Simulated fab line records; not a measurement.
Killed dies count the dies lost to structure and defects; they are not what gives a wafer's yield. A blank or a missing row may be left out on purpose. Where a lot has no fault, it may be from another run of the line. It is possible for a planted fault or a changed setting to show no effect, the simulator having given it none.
Chamber matching + flow n5_finfet + 4 sister chambers for N5_DUMMY_REMOVAL_HM_STRIP_01 on rie_diel-06
The step strips SiNx in CH3F/O2, stops on poly-Si, target depth 4 nm, time 6.8 s. 22 wafers are shown with their chamber, then 11 later ones without.

WAFERS PAIRED WITH THEIR CHAMBERS
| wafer  | chamber | showerhead_plenum_p_Torr (Torr) | drypump_motor_current_A (A) | throttle_valve_pct (%) |
|--------|---------|---------------------------------|-----------------------------|------------------------|
| L076.1 | 0       | 2.06                            | 5.8                         | 16.79                  |
| L076.2 | 3       | 1.96                            | 5.9                         | 16.35                  |
| L076.4 | 0       | 2.06                            | 5.8                         | 16.80                  |
| L077.1 | 0       | 2.06                            | 5.8                         | 16.81                  |
| L077.4 | 2       | 1.91                            | 5.4                         | 16.56                  |
| L077.5 | 2       | 1.91                            | 5.4                         | 16.57                  |
| L081.1 | 0       | 2.06                            | 5.8                         | 16.82                  |
| L081.3 | 2       | 1.91                            | 5.5                         | 16.56                  |
| L081.4 | 3       | 1.96                            | 5.9                         | 16.35                  |
| L082.2 | 0       | 2.06                            | 5.8                         | 16.83                  |
| L082.4 | 1       | 2.09                            | 6.4                         | 16.65                  |
| L082.5 | 0       | 2.06                            | 5.8                         | 16.83                  |
| L083.1 | 0       | 2.06                            | 5.8                         | 16.83                  |
| L083.4 | 1       | 2.09                            | 6.4                         | 16.64                  |
| L083.5 | 0       | 2.06                            | 5.8                         | 16.85                  |
| L084.1 | 3       | 1.96                            | 5.9                         | 16.36                  |
| L084.5 | 3       | 1.96                            | 5.9                         | 16.37                  |
| L084.6 | 0       | 2.06                            | 5.8                         | 16.85                  |
| L088.1 | 3       | 1.95                            | 5.9                         | 16.39                  |
| L088.2 | 1       | 2.08                            | 6.3                         | 16.67                  |
| L088.5 | 3       | 1.95                            | 5.9                         | 16.38                  |
| L089.1 | 2       | 1.90                            | 5.5                         | 16.60                  |

SIGNATURES (means of the wafers above)
| reading                  | chamber 0 | chamber 1 | chamber 2 | chamber 3 | scatter within a chamber |
|--------------------------|-----------|-----------|-----------|-----------|--------------------------|
| showerhead_plenum_p_Torr | 2.0600    | 2.0867    | 1.9075    | 1.9567    | 0.00391                  |
| drypump_motor_current_A  | 5.800     | 6.367     | 5.450     | 5.900     | 0.0304                   |
| throttle_valve_pct       | 16.8233   | 16.6533   | 16.5725   | 16.3667   | 0.0187                   |
Rule: for a wafer and a chamber, the distance is found by dividing, reading by reading, the gap between the wafer's reading and the chamber's mean by the reading's scatter, squaring, summing and taking the root. If the next closest chamber is less than 2 further off than the closest, the wafer can't be placed; otherwise it belongs to the closest. The scatter is the square root of a quotient: the sum, over the shown wafers, of each reading's squared deviation from its chamber's mean, divided by wafers minus chambers.

WAFERS WITH NO CHAMBER GIVEN
| wafer  | showerhead_plenum_p_Torr (Torr) | drypump_motor_current_A (A) | throttle_valve_pct (%) |
|--------|---------------------------------|-----------------------------|------------------------|
| L089.4 | 2.05                            | 5.8                         | 16.86                  |
| L089.5 | 1.95                            | 5.9                         | 16.38                  |
| L090.2 | 1.95                            | 5.9                         | 16.39                  |
| L090.3 | 1.90                            | 5.5                         | 16.59                  |
| L090.5 | 2.05                            | 5.8                         | 16.86                  |
| L095.1 | 2.08                            | 6.3                         | 16.69                  |
| L095.4 | 1.95                            | 5.9                         | 16.41                  |
| L095.6 | 2.05                            | 5.8                         | 16.88                  |
| L091.3 | 1.89                            | 5.4                         | 16.65                  |
| L091.4 | 1.95                            | 5.9                         | 16.43                  |
| L091.5 | 2.08                            | 6.3                         | 16.71                  |

WHICH CHAMBER EACH WENT THROUGH
| wafer  | from the rows above | in truth |
|--------|---------------------|----------|
| L089.4 | 0                   | 0        |
| L089.5 | 3                   | 3        |
| L090.2 | 3                   | 3        |
| L090.3 | 2                   | 2        |
| L090.5 | 0                   | 0        |
| L095.1 | 1                   | 1        |
| L095.4 | 3                   | 3        |
| L095.6 | 0                   | 0        |
| L091.3 | 2                   | 2        |
| L091.4 | 3                   | 3        |
| L091.5 | 1                   | 1        |
Correctly placed: 11 of 11. Number that these rows cannot place: 0. Placed wrongly: 0.
